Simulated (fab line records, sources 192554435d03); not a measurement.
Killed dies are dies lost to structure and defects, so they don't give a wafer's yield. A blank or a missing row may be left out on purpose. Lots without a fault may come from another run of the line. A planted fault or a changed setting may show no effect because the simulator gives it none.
Split-lot experiment | flow n5_finfet | 7 lots, 21 wafers read, on a route of 1938 steps

THE SPLIT
At N5_MOL_CONTACT_COAG_ETCH_105 (etches SiARC in CF4, target depth 15.6 nm, time 26 s), the setting bias_w was moved away from the recipe's 36 W on 5 of the 21 wafers read, by -15.0% to +9.0%. The other wafers ran this setting at the recipe's value.

The reading is taken at the split's own step.

THE READING
rf_vpp_V, in V, at N5_MOL_CONTACT_COAG_ETCH_105 (etches SiARC in CF4, target depth 15.6 nm, time 26 s). Fault-free wafers of this fab line usually give 184.2 V, standard deviation 1.2 V.

wafer  | tool, chamber at the split | bias_w as run, W | against the recipe | rf_vpp_V, V | against lot-mates on the recipe
L074.2 | rie_diel-05, 1             | 36               | recipe             | 184.1       | -
L074.3 | rie_diel-05, 2             | 36               | recipe             | 183.4       | -
L074.4 | rie_diel-05, 0             | 36               | recipe             | 185.4       | -
L077.3 | rie_diel-02, 2             | 36               | recipe             | 185.1       | -
L077.4 | rie_diel-02, 3             | 36               | recipe             | 186.4       | -
L077.6 | rie_diel-02, 2             | 36               | recipe             | 185.1       | -
L080.1 | rie_diel-05, 0             | 36               | recipe             | 184.0       | -
L080.3 | rie_diel-05, 3             | 36               | recipe             | 183.2       | -
L080.5 | rie_diel-05, 1             | 32.47            | -9.8%              | 172.9       | -10.7
L082.1 | rie_diel-04, 0             | 39.25            | +9.0%              | 193.6       | +9.1
L082.2 | rie_diel-04, 1             | 36               | recipe             | 183.9       | -
L082.3 | rie_diel-04, 3             | 36               | recipe             | 185.1       | -
L087.2 | rie_diel-04, 2             | 30.6             | -15.0%             | 167.0       | -15.7
L087.5 | rie_diel-04, 1             | 36               | recipe             | 182.7       | -
L087.6 | rie_diel-04, 2             | 30.6             | -15.0%             | 165.9       | -16.8
L095.2 | rie_diel-05, 1             | 36               | recipe             | 183.7       | -
L095.4 | rie_diel-05, 0             | 36               | recipe             | 186.5       | -
L095.5 | rie_diel-05, 3             | 31.77            | -11.8%             | 169.4       | -15.7
L096.2 | rie_diel-04, 1             | 36               | recipe             | 181.7       | -
L096.4 | rie_diel-04, 0             | 36               | recipe             | 182.4       | -
L096.6 | rie_diel-04, 1             | 36               | recipe             | 183.2       | -

THE FIT
A straight line over all 21 wafers: rf_vpp_V changes by +1.17 V for each +1% of bias_w; r = +0.98; the points scatter about the line by 1.3 V.
The same after taking each lot's own level away (the mean of its wafers on the recipe; 21 wafers): +1.12 V for each +1%; r = +0.99; scatter 0.97 V.
On that fit, the largest move of bias_w shifts the reading by 17 V.
The lots' own levels span 182.43 to 185.53 V, that is 2.6 times the standard deviation above.
So the lot-to-lot level changes the slope little: the two slopes agree.
Check: with one of the wafers moved furthest among these (-15.0%) left out of the fit, the line predicts -17.3 V for it against its lot-mates. It came out at -15.7 V against them.
Tool readings at the split's step, against how far the setting was moved: rf_vpp_V r = +0.98.

OTHER SPLITS ON THESE WAFERS
These wafers also went through other splits before the reading. Each is held against what the fit with the lots' levels taken away leaves over:
other split on the same wafers        | wafers away from the commonest value | r with rf_vpp_V (lot level and that fit taken away)
N5_SD_EPI_N_DEVELOP_08 develop_time_s | 8                                    | -0.29
N5_ILD0_CMP_03 down_force_psi         | 9                                    | -0.23
N5_ILD0_ALD_15 ald_cycles             | 9                                    | -0.26
N5_HKMG_FIN_EXPOSE_09 dose_mj         | 5                                    | +0.18
N5_HKMG_FIN_DEVELOP_11 develop_time_s | 6                                    | +0.19
N5_HKMG_FIN_COAT_66 spin_rpm          | 4                                    | +0.17

THE FILE'S OWN FIT
rf_vpp_V changes by +1.14 V for each +1% of bias_w, r = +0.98.
